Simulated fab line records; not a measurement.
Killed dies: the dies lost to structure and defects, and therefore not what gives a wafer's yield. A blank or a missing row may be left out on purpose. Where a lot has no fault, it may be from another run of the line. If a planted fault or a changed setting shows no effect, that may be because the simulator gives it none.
Chamber matching | flow n5Finfet | N5_BEOL_M0_SAQP_ETCH_84 on rieDiel-03: 4 sister chambers
The step etches SOC in N2/H2, target depth 100 nm, overetch 20 nm, time 150 s. 8 wafers are shown with their chamber, then 10 later ones without.

## WAFERS WITH THEIR CHAMBER
wafer  | chamber | showerheadPlenumPTorr (Torr) | drypumpMotorCurrentA (A)
L080.1 | 1       | 2.44                         | 6.1
L080.5 | 1       | 2.44                         | 6.2
L084.3 | 0       | 2.52                         | 5.5
L084.6 | 0       | 2.52                         | 5.5
L087.3 | 3       | 2.59                         | 5.4
L087.6 | 2       | 2.65                         | 5.0
L089.2 | 2       | 2.64                         | 5.0
L089.4 | 3       | 2.59                         | 5.3

## WAFERS WHOSE CHAMBER IS MISSING
wafer  | showerheadPlenumPTorr (Torr) | drypumpMotorCurrentA (A)
L089.5 | 2.52                         | 5.6
L091.1 | 2.64                         | 5.0
L091.3 | 2.52                         | 5.5
L091.4 | 2.59                         | 5.4
L092.2 | 2.51                         | 5.6
L092.3 | 2.43                         | 6.1
L092.4 | 2.64                         | 5.0
L096.1 | 2.64                         | 5.0
L096.3 | 2.58                         | 5.4
L096.6 | 2.43                         | 6.1

## CHAMBER TAKEN BY EACH
wafer  | from the rows above | in truth
L089.5 | 0                   | 0
L091.1 | 2                   | 2
L091.3 | 0                   | 0
L091.4 | 3                   | 3
L092.2 | 0                   | 0
L092.3 | 1                   | 1
L092.4 | 2                   | 2
L096.1 | 2                   | 2
L096.3 | 3                   | 3
L096.6 | 1                   | 1
Correctly placed: 10 of 10. Not placeable from these rows: 0. Wrongly placed: 0.
How it was worked out, from the rows above alone: a wafer's distance from a chamber is the root of the sum, over the readings, of the square of ((its reading less the chamber's mean) divided by the reading's scatter). If the next closest chamber is less than 2 further off than the closest, the wafer can't be placed; otherwise it belongs to the closest. Each chamber's mean is taken over the wafers shown for it. The scatter: the root of (the sum of the squares of (reading less its chamber's mean) over the shown wafers, divided by (wafers less chambers)).
